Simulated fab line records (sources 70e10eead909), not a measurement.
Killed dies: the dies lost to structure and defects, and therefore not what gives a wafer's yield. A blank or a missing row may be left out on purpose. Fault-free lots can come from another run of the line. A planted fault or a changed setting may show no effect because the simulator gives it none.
A struck lot beside a sound one | flow nand-harc | 13 out of 1302 route steps
Sound: the wafers L362.2, L362.4, L362.6. Struck: wafers L382.1, L382.4, L382.6. The cause is given at the end.
Order at every step that has rows: each side's tool, ch and its chambers, its first start. Under that, the readings that differ: sound wafers | struck wafers | difference of the means | sigmas: that difference in standard deviations of wafers without a fault.
alike: words and numbers the same on both sides, and readings whose means are apart by under 2 such deviations; not compared: readings that were withheld, readings missing a value for some wafer, numbers with overlapping values and no deviation given by the record, and bounds like >300 which may hide the same value.
The two part at a step that has a row with sigmas, a row that says differs or no value, or rows on one side only. Numbers that don't overlap but have no deviation are shown without sigmas and don't part them. A reading missing from all wafers of one side parts the sides only when that side holds two or more wafers.

first, 1 step without rows for these wafers: NHARC_A_M0_SRD_25.
NHARC_A_M0_INSPECT_27:
  sound on defect-inspect-01 at day 23 23:34; struck on defect-inspect-02 at day 31 18:48
  alike: raw-defect-count
NHARC_A_M0_PRE_CLEAN_31: time 12 s.
  sound on pecvd-04 ch 1,2, day 23 23:39; struck on pecvd-01 ch 0, day 31 18:53
  reading            | sound       | struck      | difference | sigmas
  heater-power-w (W) | 478 687 470 | 796 807 787 | +252       | +2
NHARC_A_M0_DEP_32: deposits SiCN, target thk 30 nm.
  sound on pecvd-04 ch 1,2, day 23 23:47; struck on pecvd-01 ch 0, day 31 19:03
  reading            | sound       | struck      | difference | sigmas
  heater-power-w (W) | 353 623 350 | 675 669 674 | +231       | +2
then, 7 steps without rows for these wafers: NHARC_A_M1_DEP_00 (deposits SiOC, target thk 182.5 nm); NHARC_A_M1_DEHYDRATE_01 (time 120 s); NHARC_A_M1_HMDS_02 (time 30 s); NHARC_A_M1_COAT_34 (time 65 s); NHARC_A_M1_COAT_03 (resist thk 90 nm); NHARC_A_M1_SOFTBAKE_04 (time 55 s); NHARC_A_M1_EBR_05.
NHARC_A_M1_EXPOSE_06: exposes mask A M1, target cd 120 nm.
  struck on arfi-scanner-02, day 31 20:05; sound on arfi-scanner-01 ch 0, day 24 00:47
  no value came back on the struck wafers for exposure-dose-mJ-cm2, focus-offset-nm (nm), reticle-temp-C (C); on the sound wafers exposure-dose-mJ-cm2 reads 75.17 75.13 75.14
  alike: mask
then, 1 step without rows for these wafers: NHARC_A_M1_PEB_07 (peb time 65 s).

WHERE THEY PART
Last at NHARC_A_M1_EXPOSE_06 as far as this record goes, first at NHARC_A_M0_PRE_CLEAN_31.

WHY: whatever the simulator had introduced
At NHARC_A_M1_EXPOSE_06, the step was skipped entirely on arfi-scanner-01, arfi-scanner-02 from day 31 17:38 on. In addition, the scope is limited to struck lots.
